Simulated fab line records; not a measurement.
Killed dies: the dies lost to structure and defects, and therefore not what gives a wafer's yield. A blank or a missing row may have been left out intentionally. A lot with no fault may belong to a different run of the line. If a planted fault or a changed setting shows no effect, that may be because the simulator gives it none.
Problem report, 8D (eight disciplines) form, completed by code | flow nand harc | the parts of the form that need people (team, actions taken, sign-off) are left out

== 1. WHAT IS WRONG ==
Wafers without a fault read 300.0 nm, standard deviation 0.4; cd nm at NHARC_A_CONTACT_CD_MEAS_42 reads a mean of 321.0 nm on 6 wafers belonging to 2 lots. That is +53 standard deviations from the usual mean.
The step: target cd 300 nm.
First observed at day 24 11:41: wafer L966.2, on cd sem-03. Wafers with a number at this step in the record: 36, from 12 lots. Rule for "out" (also "out of limits"): further than 4 standard deviations from the usual mean. Any other wafer with a number is counted as sound.

== 2. WHAT IT IS; WHAT IT IS NOT ==
question                    | is                     | is not
which readings at this step | cd nm                  | -
which lots                  | L966, L967             | L957, L958, L961, L963, L969, L970, L973, L975, L976, L978
which wafers of those lots  | all that have a number | -
read on which gauges        | cd sem-02, cd sem-03   | cd sem-01
when                        | from day 24 11:41      | up to then (12 sound wafers); but 18 sound wafers of L969, L970, L973, L975, L976, L978 came after

== 3. SUSPECTS, AND WHAT RULES EACH OUT ==
Counting: a tool at a process step up to the reading stays a suspect if it ran every lot that is out and no sound lot after the first of them.
- the gauge at NHARC_A_CONTACT_CD_MEAS_42 has been ruled out. Those wafers that are out were read across 2 gauges (cd sem-02, cd sem-03).
- arfi scanner-03 at NHARC_A_CONTACT_EXPOSE_39 (exposes mask A CC 3): kept. All lots that are out passed through it, beginning with L966 at day 24 11:33, and no sound lot followed; its final sound lot before that point was L963 at day 24 00:57. On those wafers its own readings are out: exposure dose mJ cm2.
Left after counting: arfi scanner-03 at NHARC_A_CONTACT_EXPOSE_39.

== 4. THE CAUSE (what the simulator had put in) ==
Process parameters drifting: arfi scanner-03 at NHARC_A_CONTACT_EXPOSE_39, beginning at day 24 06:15. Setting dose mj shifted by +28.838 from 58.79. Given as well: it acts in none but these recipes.
After counting, this tool was the only one left.

== 5. THE CHAIN OF EFFECTS, in route order ==
One row per reading whose mean, taken over the struck wafers that have a number, lies over 3 standard deviations from the usual. Only readings whose record carries a usual standard deviation are examined. hours: median over the lots of the time between each lot's start at the first step of this table that gives one and its start at this step. sigmas: the change, counted in usual standard deviations.
hours | step                       | reading              | usual    | on struck wafers | change | sigmas
0     | NHARC_A_CONTACT_EXPOSE_39  | exposure dose mJ cm2 | 58.71    | 84.61            | +25.90 | +99 or more
0     | NHARC_A_CONTACT_CD_MEAS_42 | cd nm                | 300.0 nm | 321.0            | +21.0  | +53
Here are the process steps it includes:
- NHARC_A_CONTACT_EXPOSE_39: exposes mask A CC 3.

== 6. HOW IT WOULD HAVE BEEN CAUGHT EARLIER ==
In this record the first reading out of limits at a measuring or inspecting step was taken at day 24 11:41, 5 hours after the fault began at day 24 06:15.
At NHARC_A_CONTACT_EXPOSE_39, the tool's own readings (exposure dose mJ cm2) were out on each struck wafer the step has a row for, so an alarm limit on them would have fired on the first such wafer.
Of the lots that are out (2), L967 began NHARC_A_CONTACT_EXPOSE_39 on arfi scanner-03 after day 24 11:41. A hold on the tool at that time would have spared it.
